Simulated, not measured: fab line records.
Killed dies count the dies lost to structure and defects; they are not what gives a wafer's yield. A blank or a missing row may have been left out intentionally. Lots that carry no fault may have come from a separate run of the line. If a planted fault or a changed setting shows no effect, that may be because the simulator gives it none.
The tool behind it: which one? :: flow n5 finfet :: Sampling: 12 lots, 36 wafers, 2 of 1938 route steps

WHAT EACH GAUGE READ, for each wafer
N5_BEOL_M8_OVL_MEAS_12.
lot: L075
measured: day 10 07:32
on: overlay-02
M8_OVL (nm): 0.9 0.1 1.1

lot: L079
measured: day 10 17:20
on: overlay-01
M8_OVL (nm): 0.0 -0.6 0.9

lot: L078
measured: day 10 20:49
on: overlay-01
M8_OVL (nm): 1.0 1.2 1.5

lot: L081
measured: day 11 13:08
on: overlay-02
M8_OVL (nm): 0.7 0.6 0.6

lot: L082
measured: day 11 15:34
on: overlay-02
M8_OVL (nm): 0.6 -0.4 -0.1

lot: L085
measured: day 12 03:53
on: overlay-01
M8_OVL (nm): -1.1 -0.8 -0.7

lot: L087
measured: day 12 22:01
on: overlay-02
M8_OVL (nm): 0.2 0.5 -0.8

lot: L088
measured: day 13 14:59
on: overlay-01
M8_OVL (nm): 0.0 -0.2 0.0

lot: L090
measured: day 13 23:32
on: overlay-02
M8_OVL (nm): 0.5 0.2 0.1

lot: L092
measured: day 14 15:45
on: overlay-02
M8_OVL (nm): 0.4 0.8 0.5

lot: L096
measured: day 15 12:27
on: overlay-02
M8_OVL (nm): 0.7 0.2 0.6

lot: L097
measured: day 15 18:01
on: overlay-01
M8_OVL (nm): 1.0 0.0 -0.3

TOOL THAT RAN EACH LOT (tool first, then ch and the chambers of the sampled wafers, then the start)
lot: L075
N5_BEOL_M7_DEGAS_44: pvd sputter-02, day 10 02:37

lot: L079
N5_BEOL_M7_DEGAS_44: pvd sputter-01, day 10 12:49

lot: L078
N5_BEOL_M7_DEGAS_44: pvd sputter-03, day 10 15:28

lot: L081
N5_BEOL_M7_DEGAS_44: pvd sputter-01, day 11 09:50

lot: L082
N5_BEOL_M7_DEGAS_44: pvd sputter-02, day 11 12:01

lot: L085
N5_BEOL_M7_DEGAS_44: pvd sputter-01, day 11 23:49

lot: L087
N5_BEOL_M7_DEGAS_44: pvd sputter-01, day 12 18:26

lot: L088
N5_BEOL_M7_DEGAS_44: pvd sputter-02, day 13 07:46

lot: L090
N5_BEOL_M7_DEGAS_44: pvd sputter-03, day 13 19:27

lot: L092
N5_BEOL_M7_DEGAS_44: pvd sputter-01, day 14 11:31

lot: L096
N5_BEOL_M7_DEGAS_44: pvd sputter-02, day 15 06:14

lot: L097
N5_BEOL_M7_DEGAS_44: pvd sputter-01, day 15 12:31
- N5_BEOL_M7_DEGAS_44: time 60 s.

THE ANSWER, worked out from the rows above alone
Rule: the lots themselves supply what counts as usual. The widest of any qualifying gaps counts: lots, ordered by their means at a reading, are off when they make up no more than a third of the lots, leave a main group of 4 or more, and stand apart from it by 3 or more times the standard deviation of that group's means. A main group whose means are all the same, to the digits that the tables above print for the reading, isn't used. Also off: a lot with no number at a reading for which 4 or more lots have one. The other lots that the step has rows for count as sound.
No lot is off on any of the readings shown, so nothing can be concluded from this.

WHAT THE SIMULATOR PUT IN
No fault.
